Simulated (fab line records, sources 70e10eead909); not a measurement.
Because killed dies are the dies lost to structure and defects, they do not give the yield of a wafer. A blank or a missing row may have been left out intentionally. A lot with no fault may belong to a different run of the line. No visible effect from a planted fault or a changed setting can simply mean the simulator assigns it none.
fab line records	flow nand_harc
record lots=6	wafers=18	last_day=31
route steps=1302 shown A_BLC@1133 A_M0@1137
lots that met no fault: from a run of the same line without faults
start_h: hours from the record's first day to the start of the lot's first wafer shown	wait_h: hours since the lot's step before	" same as the row above	L1.1+2: several wafers, shown together as one row	- no value, or no start was given	* or withheld: withheld	< > ~ a bound
route shown NAME@n: NAME is a module with steps in the file, n the number in the route of the first one	usual: mean/standard deviation taken from wafers without a fault	same: alike in all rows	chamber/n: place in a boat	sites: the reading at each site	_std_site: standard deviation of those values	_edge_site: outer sites' mean less inner sites'	radius_mm: for every site, how far away it sits from the centre of the wafer	mask NAME#n: copy n	behind: tool/chamber where the wafer was last shaped	hold: reason for holding the lot/hours on hold/outcome of the hold	device: which transistor (n, p or np) failed to switch	end of line: the tests these same wafers got at the end of their route	a step with no rows: only its recipe	killed: dies that structure and defects cost at the first sort, which is not the same as the wafer's yield	map: the dies of a wafer, with x for killed, . for not killed, _ for no die there
set.NAME: the setting the step ran with; set.NAME@STEP: the setting that earlier step ran with	model.NAME: the simulator's own value behind a step, which no gauge read
a table for each step, a row for each wafer; lots at some steps of the route
services: when a tool's chamber went out of use (start_h, in hours from the record's first day, below 0 if earlier), for how many hours, and the reason
## steps
# step NHARC_A_BLC_CMP_25
# recipe t_overpolish_s=30	target_thk_nm=150
# usual edge_zone_pressure_frac=1.000/0.0046	motor_current_A=12.2/0.97	overpolish_run_s=30.000/0.0088	slurry_flow_ml_min=149.9/0.45	time_to_endpoint_s=30.1/2.5
lot.wafer	tool	chamber	start_h	wait_h	edge_zone_pressure_frac	motor_current_A	overpolish_run_s	slurry_flow_ml_min	time_to_endpoint_s
L508.2	cmp-01	1	536.25	0.4	0.997	13.6	30.006	150.1	30.5
L508.1	"	3	"	"	1.002	11.9	30.007	149.8	28.8
L508.3	"	0	"	"	1.003	11.6	30.001	150.6	31.5
L510.2	cmp-01	1	570.09	0.5	1.008	13.0	30.002	149.9	32.2
L510.4	"	2	"	"	0.998	12.0	30.004	148.9	31.1
L510.6	"	1	"	"	1.003	12.3	29.989	150.3	31.3
L518.2	cmp-01	0	651.78	0.5	1.002	11.3	30.000	150.0	34.0
L518.1	"	2	"	"	0.999	11.6	30.006	149.9	31.4
L518.4	"	3	"	"	0.996	12.6	30.002	150.9	29.8
L517.3	cmp-01	1	660.99	0.3	1.007	13.9	29.991	149.9	34.0
L517.1	"	2	"	"	1.002	11.3	30.011	151.4	30.3
L517.5	"	0	"	"	0.998	11.6	29.997	149.5	34.3
L521.3	cmp-01	2	671.68	0.3	0.989	11.4	29.998	149.8	31.4
L521.4	"	0	"	"	1.003	11.2	30.007	150.1	35.3
L521.1	"	1	"	"	0.997	12.5	29.993	149.4	33.1
L525.4	cmp-04	3	703.61	0.3	1.001	10.4	30.008	149.6	30.7
L525.6	"	3	"	"	0.997	10.7	30.002	149.4	28.5
L525.5	"	0	"	"	1.001	11.4	30.005	149.5	28.8
# step NHARC_A_BLC_SRD_27
# step NHARC_A_BLC_INSPECT_28
# usual raw_defect_count=522/130
lot.wafer	tool	chamber	start_h	wait_h	raw_defect_count
L508.1	defect_inspect-02	-	536.66	0.1	425
L508.2	"	-	"	"	616
L508.3	"	-	"	"	550
L510.2	defect_inspect-02	-	570.49	0.1	522
L510.4	"	-	"	"	423
L510.6	"	-	"	"	398
L518.1	defect_inspect-01	-	652.18	0.1	662
L518.2	"	-	"	"	635
L518.4	"	-	"	"	484
L517.1	defect_inspect-02	-	661.37	0.1	515
L517.3	"	-	"	"	382
L517.5	"	-	"	"	458
L521.1	defect_inspect-02	-	672.08	0.1	628
L521.3	"	-	"	"	491
L521.4	"	-	"	"	537
L525.4	defect_inspect-02	-	704.01	0.1	714
L525.5	"	-	"	"	561
L525.6	"	-	"	"	714
# step NHARC_A_M0_DEP_00
# recipe target_thk_a=1500	target_thk_nm=150	temp_c=withheld	pressure_torr=5	flow_sccm=200	rf_w=600	material=SiOC
# step NHARC_A_M0_DEHYDRATE_01
# recipe temp_c=150	time_s=120
# step NHARC_A_M0_HMDS_02
# recipe time_s=30
# step NHARC_A_M0_COAT_33
# recipe temp_c=200	time_s=65
# step NHARC_A_M0_COAT_03
# recipe spin_rpm=1500	resist_thk_nm=90
# step NHARC_A_M0_SOFTBAKE_04
# recipe temp_c=105	time_s=55
# step NHARC_A_M0_EBR_05
# step NHARC_A_M0_EXPOSE_06
# recipe na=1.35	target_cd_nm=80	dose_mj=83.25	mask_id=A_M0
# step NHARC_A_M0_PEB_07
# recipe peb_temp_c=100	peb_time_s=65
# usual heater_power_total_W=156.6/0.4	plate_temp_C=99.99/0.13
lot.wafer	tool	chamber	start_h	wait_h	heater_power_total_W	plate_temp_C
L508.1	litho_track-01	0	537.81	0.1	156.3	99.97
L508.2	"	0	"	"	157.0	99.96
L508.3	"	0	"	"	157.1	99.89
L510.2	litho_track-06	0	571.45	0.1	157.2	100.01
L510.4	"	0	"	"	156.6	99.86
L510.6	"	0	"	"	157.0	100.07
L518.1	litho_track-06	0	652.88	0.1	168.3	105.67
L518.2	"	0	"	"	168.2	105.60
L518.4	"	0	"	"	168.3	105.59
L517.1	litho_track-04	0	662.20	0.1	157.1	99.74
L517.3	"	0	"	"	156.4	99.77
L517.5	"	0	"	"	156.3	100.00
L521.1	litho_track-06	0	672.90	0.1	168.8	105.66
L521.3	"	0	"	"	168.9	105.39
L521.4	"	0	"	"	169.2	105.69
L525.4	litho_track-01	0	704.84	0.0	156.5	99.80
L525.5	"	0	"	"	156.7	100.07
L525.6	"	0	"	"	156.7	99.93
# step NHARC_A_M0_DEVELOP_08
# recipe develop_time_s=35	dev_temp_c=23
# step NHARC_A_M0_CD_MEAS_09
# recipe target_cd_nm=80	landing_energy_ev=500
# usual cd_nm=80.4/0.58
lot.wafer	tool	chamber	start_h	wait_h	cd_nm
L508.1	cd_sem-01	0	537.89	-	79.9
L508.2	"	0	"	"	80.7
L508.3	"	0	"	"	79.5
L510.2	cd_sem-02	0	571.53	-	80.4
L510.4	"	0	"	"	80.5
L510.6	"	0	"	"	81.3
L518.1	cd_sem-02	0	652.95	-	99.4
L518.2	"	0	"	"	99.5
L518.4	"	0	"	"	99.6
L517.1	cd_sem-02	0	662.28	-	81.5
L517.3	"	0	"	"	80.6
L517.5	"	0	"	"	80.6
L521.1	cd_sem-02	0	672.98	-	95.5
L521.3	"	0	"	"	95.1
L521.4	"	0	"	"	95.8
L525.4	cd_sem-03	0	704.92	-	79.8
L525.5	"	0	"	"	79.6
L525.6	"	0	"	"	79.8
# step NHARC_A_M0_OVL_MEAS_10
# recipe pitch_nm=160
# usual overlay_x_nm=0.2/0.88	overlay_y_nm=0.1/0.76
lot.wafer	tool	chamber	start_h	wait_h	overlay_x_nm	overlay_y_nm
L508.1	overlay-01	-	537.97	-	-0.8	-0.5
L508.2	"	-	"	"	-1.3	-1.0
L508.3	"	-	"	"	-1.5	-0.8
L510.2	overlay-02	-	571.61	-	-0.8	0.6
L510.4	"	-	"	"	-0.4	0.1
L510.6	"	-	"	"	-1.1	0.6
L518.1	overlay-02	-	653.04	-	-0.2	-1.2
L518.2	"	-	"	"	-0.3	-1.4
L518.4	"	-	"	"	0.0	-0.8
L517.1	overlay-01	-	662.37	-	-0.9	0.7
L517.3	"	-	"	"	-1.3	0.8
L517.5	"	-	"	"	-1.1	0.9
L521.1	overlay-02	-	673.07	-	1.0	0.4
L521.3	"	-	"	"	1.5	0.4
L521.4	"	-	"	"	1.6	0.8
L525.4	overlay-01	-	705.00	-	0.5	1.0
L525.5	"	-	"	"	0.5	1.0
L525.6	"	-	"	"	0.2	0.8
# step NHARC_A_M0_INSPECT_11
# usual raw_defect_count=88/37
lot.wafer	tool	chamber	start_h	wait_h	raw_defect_count
L508.1	defect_inspect-02	-	538.01	0.0	109
L508.2	"	-	"	"	118
L508.3	"	-	"	"	107
L510.2	defect_inspect-02	-	571.65	0.0	104
L510.4	"	-	"	"	83
L510.6	"	-	"	"	109
L518.1	defect_inspect-02	-	653.08	0.0	55
L518.2	"	-	"	"	84
L518.4	"	-	"	"	64
L517.1	defect_inspect-01	-	662.41	0.0	133
L517.3	"	-	"	"	111
L517.5	"	-	"	"	122
L521.1	defect_inspect-02	-	673.11	0.0	69
L521.3	"	-	"	"	69
L521.4	"	-	"	"	57
L525.4	defect_inspect-01	-	705.04	0.0	72
L525.5	"	-	"	"	55
L525.6	"	-	"	"	75
# step NHARC_A_M0_DESCUM_14
# recipe time_s=3	o2_flow_sccm=200	ar_flow_sccm=0	bias_power_w=0	chemistry=O2
# usual drypump_motor_current_A=5.6/0.61	oes_product_au=0.995/0.008	rf_vpp_V=57.8/0.99	showerhead_plenum_p_Torr=1.91/0.071	throttle_valve_pct=11.311/0.0094
# same time_s=3
lot.wafer	tool	chamber	start_h	wait_h	drypump_motor_current_A	oes_product_au	rf_hours_counter_h	rf_vpp_V	showerhead_plenum_p_Torr	throttle_valve_pct	model.A_M0.cd_nm
L508.1	rie_diel-13	3	538.08	0.1	5.3	0.994	0.2	59.4	1.98	11.308	80.6
L508.2	"	0	"	"	6.4	0.984	0.2	57.8	1.85	11.306	81.48
L508.3	"	1	"	"	5.8	1.000	0.3	57.7	1.99	11.311	79.36
L510.2	rie_diel-13	2	571.71	0.1	5.1	0.995	2.1	58.4	1.80	11.321	80.59
L510.4	"	3	"	"	5.3	0.994	2.2	59.5	1.97	11.327	80.55
L510.6	"	2	"	"	5.1	1.006	-	56.6	1.80	11.314	81.12
L518.1	rie_diel-13	3	653.14	0.1	5.3	0.986	7.3	58.9	1.97	11.328	99.74
L518.4	"	0	"	"	6.4	0.986	7.0	57.6	1.84	11.305	100.1
L518.2	"	2	"	"	5.1	0.998	6.9	56.9	1.80	11.329	99.63
L517.3	rie_diel-04	2	662.48	0.1	5.6	1.000	5.0	59.7	1.87	11.314	80.31
L517.1	"	3	"	"	6.8	0.992	4.5	57.7	1.98	11.311	82
L517.5	"	2	"	"	5.7	1.010	-	58.2	1.87	11.298	80.21
L521.3	rie_diel-06	1	673.17	0.1	4.9	0.992	0	58.3	1.92	11.312	94.31
L521.1	"	2	"	"	6.2	1.002	0	59.3	1.81	11.292	95.46
L521.4	"	3	"	"	4.8	1.004	0	57.2	1.98	11.319	95.49
L525.4	rie_diel-13	0	705.10	0.1	6.4	0.992	0	56.5	1.84	11.324	80.17
L525.5	"	0	"	"	6.4	0.990	-	57.8	1.84	11.306	80.09
L525.6	"	1	"	"	5.7	0.986	-	58.6	1.99	11.312	79.05
# step NHARC_A_M0_ETCH_34
# recipe target_depth_a=400	overetch_a=120	time_s=43.94	ion_energy_ev=200	n2_flow_sccm=150	h2_flow_sccm=150	ar_flow_sccm=0	rf_w=400	bias_w=150	chemistry=N2/H2
# usual drypump_motor_current_A=5.7/0.62	oes_product_au=0.996/0.0083	rf_vpp_V=430.6/2.2	showerhead_plenum_p_Torr=2.04/0.076	throttle_valve_pct=14.172/0.0086
# same time_s=43.94
lot.wafer	tool	chamber	start_h	wait_h	drypump_motor_current_A	oes_product_au	rf_hours_counter_h	rf_vpp_V	showerhead_plenum_p_Torr	throttle_valve_pct
L508.1	rie_diel-13	3	538.16	0.1	5.3	1.000	0.2	433.1	2.11	14.165
L508.2	"	0	"	"	6.4	0.985	0.2	429.3	1.97	14.176
L508.3	"	1	"	"	5.7	1.005	0.4	431.4	2.12	14.182
L510.2	rie_diel-13	3	571.81	0.1	5.3	0.988	2.3	431.9	2.11	14.181
L510.4	"	0	"	"	6.4	0.987	2.0	429.2	1.97	14.178
L510.6	"	2	"	"	5.2	1.006	-	426.8	1.92	14.161
L518.4	rie_diel-13	0	653.22	0.1	6.4	0.988	7.1	427.8	1.96	14.169
L518.1	"	1	"	"	5.8	1.001	6.3	432.8	2.12	14.178
L518.2	"	3	"	"	5.3	0.994	7.3	432.4	2.10	14.165
L517.3	rie_diel-04	2	662.56	0.1	5.6	1.008	5.0	428.7	1.99	14.180
L517.1	"	3	"	"	6.8	0.992	4.6	431.8	2.11	14.176
L517.5	"	2	"	"	5.7	1.023	-	428.7	1.99	14.184
L521.4	rie_diel-06	2	673.25	0.1	6.2	1.004	0.0	427.0	1.93	14.166
L521.3	"	3	"	"	4.9	1.005	0.0	432.3	2.11	14.174
L521.1	"	0	"	"	6.3	0.999	0.0	432.9	2.14	14.173
L525.4	rie_diel-13	1	705.20	0.1	5.8	0.981	0.0	434.4	2.12	14.165
L525.5	"	3	"	"	5.3	0.994	-	432.7	2.10	14.165
L525.6	"	0	"	"	6.4	0.993	-	429.5	1.96	14.162
# step NHARC_A_M0_ETCH_15
# recipe target_depth_a=1500	overetch_a=150	time_s=82.5	c4f8_flow_sccm=withheld	ar_flow_sccm=400	rf_w=600	bias_w=300	chemistry=C4F8/Ar
# usual oes_product_au=0.953/0.021	rf_vpp_V=441.0/2.3
# same time_s=82.5
lot.wafer	tool	chamber	start_h	wait_h	oes_product_au	rf_hours_counter_h	rf_vpp_V	model.A_M0.cd_nm
L508.1	rie_diel-13	0	-	-	0.956	0.3	439.1	80.85
L508.3	"	1	"	"	0.973	0.4	444.2	79.93
L508.2	"	2	"	"	0.962	0.4	436.7	81.18
L510.4	rie_diel-13	1	-	-	0.964	1.9	443.5	80.33
L510.2	"	2	"	"	0.970	2.2	438.0	81.36
L510.6	"	0	"	"	0.963	-	438.1	81.19
L518.4	rie_diel-13	1	-	-	0.936	6.4	442.8	99.84
L518.2	"	2	"	"	0.937	6.9	438.0	100.4
L518.1	"	3	"	"	0.927	7.4	443.2	99.64
L517.3	rie_diel-04	1	-	-	0.968	4.7	440.7	80.62
L517.1	"	2	"	"	0.972	5.0	440.9	82.15
L517.5	"	0	"	"	0.983	-	441.8	80.51
L521.3	rie_diel-06	2	-	-	0.968	0.0	437.0	94.31
L521.1	"	3	"	"	0.982	0.0	443.3	95.23
L521.4	"	0	"	"	0.983	0.0	442.5	95.7
L525.4	rie_diel-13	2	-	-	0.970	0.0	437.7	80.66
L525.5	"	0	"	"	0.952	-	440.0	80.41
L525.6	"	1	"	"	0.944	-	443.2	78.64
# step NHARC_A_M0_CD_MEAS_16
# usual cd_nm=80.4/0.81
lot.wafer	tool	chamber	start_h	wait_h	cd_nm
L508.1	cd_sem-03	-	538.37	-	80.7
L508.2	"	-	"	"	81.2
L508.3	"	-	"	"	79.8
L510.2	cd_sem-02	-	572.01	-	81.3
L510.4	"	-	"	"	80.2
L510.6	"	-	"	"	81.1
L518.1	cd_sem-02	-	653.45	-	99.9
L518.2	"	-	"	"	100.5
L518.4	"	-	"	"	99.7
L517.1	cd_sem-03	-	662.77	-	82.4
L517.3	"	-	"	"	80.6
L517.5	"	-	"	"	80.8
L521.1	cd_sem-02	-	673.47	-	95.3
L521.3	"	-	"	"	94.2
L521.4	"	-	"	"	95.4
L525.4	cd_sem-02	-	705.42	-	80.8
L525.5	"	-	"	"	80.7
L525.6	"	-	"	"	78.7
# step NHARC_A_M0_STRIP_18
# recipe power_w=1000	n2_flow_sccm=150	h2_flow_sccm=150	ar_flow_sccm=0	bias_w=0	chemistry=N2/H2
# usual drypump_motor_current_A=5.6/0.57	oes_product_au=0.996/0.0092	rf_vpp_V=90.6/1	showerhead_plenum_p_Torr=2.04/0.088	throttle_valve_pct=14.171/0.0088
lot.wafer	tool	chamber	start_h	wait_h	drypump_motor_current_A	oes_product_au	rf_hours_counter_h	rf_vpp_V	showerhead_plenum_p_Torr	throttle_valve_pct
L508.1	rie_diel-13	2	538.44	0.1	5.2	0.999	0.4	90.7	1.92	14.164
L508.2	"	0	"	"	6.4	0.985	0.3	89.6	1.97	14.166
L508.3	"	1	"	"	5.8	0.998	0.4	91.2	2.12	14.169
L510.2	rie_diel-13	1	572.08	0.1	5.7	0.993	2.0	90.0	2.12	14.163
L510.4	"	2	"	"	5.2	1.003	2.2	90.1	1.92	14.170
L510.6	"	1	"	"	5.8	0.988	-	91.2	2.12	14.170
L518.2	rie_diel-06	3	653.54	0.1	4.8	1.013	8.2	91.4	2.11	14.184
L518.4	"	0	"	"	6.3	0.990	8.0	92.6	2.14	14.167
L518.1	"	1	"	"	4.8	0.997	9.2	90.3	2.05	14.175
L517.3	rie_diel-13	2	662.84	0.1	5.1	1.006	7.0	88.5	1.91	14.176
L517.1	"	1	"	"	5.7	0.998	6.5	91.9	2.12	14.154
L517.5	"	3	"	"	5.3	0.996	-	89.8	2.10	14.162
L521.4	rie_diel-06	3	673.54	0.1	4.8	1.009	0.1	89.9	2.11	14.183
L521.3	"	0	"	"	6.3	1.009	0.0	91.1	2.14	14.167
L521.1	"	2	"	"	6.2	0.998	0.1	89.5	1.93	14.177
L525.4	rie_diel-06	1	705.48	0.1	4.9	0.994	2.3	90.9	2.04	14.171
L525.6	"	1	"	"	4.9	0.991	-	91.9	2.04	14.176
L525.5	"	2	"	"	6.2	1.007	-	90.3	1.93	14.188
## services
tool	chamber	start_h	hours	kind
cmp-04	-	514.02	1.7	repair
rie_diel-13	-	519.00	9.0	pm
rie_diel-06	0	521.90	2.6	repair
rie_diel-04	2	526.47	6.6	repair
litho_track-06	-	529.00	7.0	pm
rie_diel-04	-	531.90	9.0	pm
cmp-01	-	539.25	3.4	repair
rie_diel-06	2	550.92	6.3	repair
litho_track-04	-	553.00	7.0	pm
cmp-04	-	563.43	4.0	pm
cmp-01	-	567.90	2.1	repair
cmp-01	-	592.21	0.5	repair
cmp-01	-	598.44	4.0	pm
rie_diel-04	3	608.83	6.3	repair
rie_diel-13	1	615.49	1.7	repair
cmp-01	-	639.56	2.1	repair
rie_diel-06	-	661.25	9.0	pm
litho_track-01	-	680.00	7.0	pm
rie_diel-06	0	684.05	6.5	repair
rie_diel-04	1	694.28	2.6	repair
cmp-01	-	694.73	0.4	repair
rie_diel-13	-	696.00	9.0	pm
cmp-01	-	696.44	4.0	pm
litho_track-06	-	704.00	7.0	pm
## key
first_sign step=NHARC_A_M0_PEB_07	reading=plate_temp_C	direction=up	sigmas=44	usual=*	struck=*
effect step=NHARC_A_M0_PEB_07	reading=heater_power_total_W	direction=up	sigmas=30	usual=*	struck=*
effect step=NHARC_A_M0_CD_MEAS_09	reading=cd_nm	direction=up	sigmas=30	usual=80.4	struck=97.5	through=control_loop
effect step=NHARC_A_M0_CD_MEAS_16	reading=cd_nm	direction=up	sigmas=21	usual=80.4	struck=97.5	through=control_loop
model_effect step=NHARC_A_M0_DESCUM_14	value=A_M0.cd_nm	without=80.35	struck=97.45
model_effect step=NHARC_A_M0_ETCH_15	value=A_M0.cd_nm	without=80.42	struck=97.52
met_at NHARC_A_M0_PEB_07
struck_wafers L518.1,L518.2,L518.4,L521.1,L521.3,L521.4
later_rows_left_out L518.1,L518.2,L518.4,L521.1,L521.3,L521.4
sort_left_out L518.1,L518.2,L518.4,L521.1,L521.3,L521.4
loop_trim step=NHARC_A_M0_EXPOSE_06	setting=dose	lots=L521
onset_between 571.45 652.88
fault kind=process_parameter_drift	tool=litho_track-06	chamber=-	onset_h=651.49	steps=NHARC_A_M0_PEB_07	channel=peb_temp_c	offset=*	shape=step	end_h=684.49	acts_in=*	stated=*
# sort_left_out: the simulated sort isn't trusted on such a fault, so these wafers' sort isn't shown, and their yield isn't known
# later_rows_left_out: the simulator's readings of these wafers behind a module that went badly wrong aren't trusted and aren't shown, but for the sort
# loop_trim: a control loop set the setting to another value than it would have without faults
